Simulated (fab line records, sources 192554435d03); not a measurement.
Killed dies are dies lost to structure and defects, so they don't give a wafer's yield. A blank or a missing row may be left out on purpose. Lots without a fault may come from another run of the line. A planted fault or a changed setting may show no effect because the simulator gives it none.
Chamber matching | flow n5_finfet | N5_MOL_CONTACT_COAG_ETCH_47 on rie_diel-02: 4 sister chambers
The step etches SiNx in CH3F/O2, stops on W, target depth 27 nm. 8 wafers are shown with their chamber, then 8 later ones without.

WAFERS WITH THEIR CHAMBER
wafer  | chamber | showerhead_plenum_p_Torr (Torr) | drypump_motor_current_A (A)
L079.5 | 3       | 2.12                            | 5.7
L079.6 | 0       | 2.05                            | 5.3
L080.1 | 2       | 2.00                            | 5.0
L080.5 | 1       | 2.08                            | 5.6
L083.4 | 1       | 2.07                            | 5.5
L083.5 | 2       | 2.00                            | 5.0
L083.6 | 3       | 2.11                            | 5.7
L087.2 | 0       | 2.05                            | 5.3

WAFERS WITHOUT THEIR CHAMBER
wafer  | showerhead_plenum_p_Torr (Torr) | drypump_motor_current_A (A)
L087.3 | 2.11                            | 5.7
L087.6 | 2.00                            | 5.0
L089.1 | 2.11                            | 5.7
L089.4 | 1.99                            | 5.0
L089.6 | 2.04                            | 5.3
L097.2 | 2.10                            | 5.7
L097.3 | 2.07                            | 5.6
L097.6 | 2.07                            | 5.6

WHICH CHAMBER EACH WENT THROUGH
wafer  | from the rows above | in truth
L087.3 | 3                   | 3
L087.6 | 2                   | 2
L089.1 | 3                   | 3
L089.4 | 2                   | 2
L089.6 | 0                   | 0
L097.2 | 3                   | 3
L097.3 | 1                   | 1
L097.6 | 1                   | 1
Placed correctly: 8 of 8. Can't be placed from these rows: 0. Placed wrongly: 0.
How it was worked out, from the rows above alone: a wafer's distance from a chamber is the root of the sum, over the readings, of the square of ((its reading less the chamber's mean) divided by the reading's scatter). The wafer belongs to the nearest chamber; if the next one is less than 2 further off, it can't be placed. A chamber's mean is the mean of its shown wafers. The scatter: the root of (the sum of the squares of (reading less its chamber's mean) over the shown wafers, divided by (wafers less chambers)).
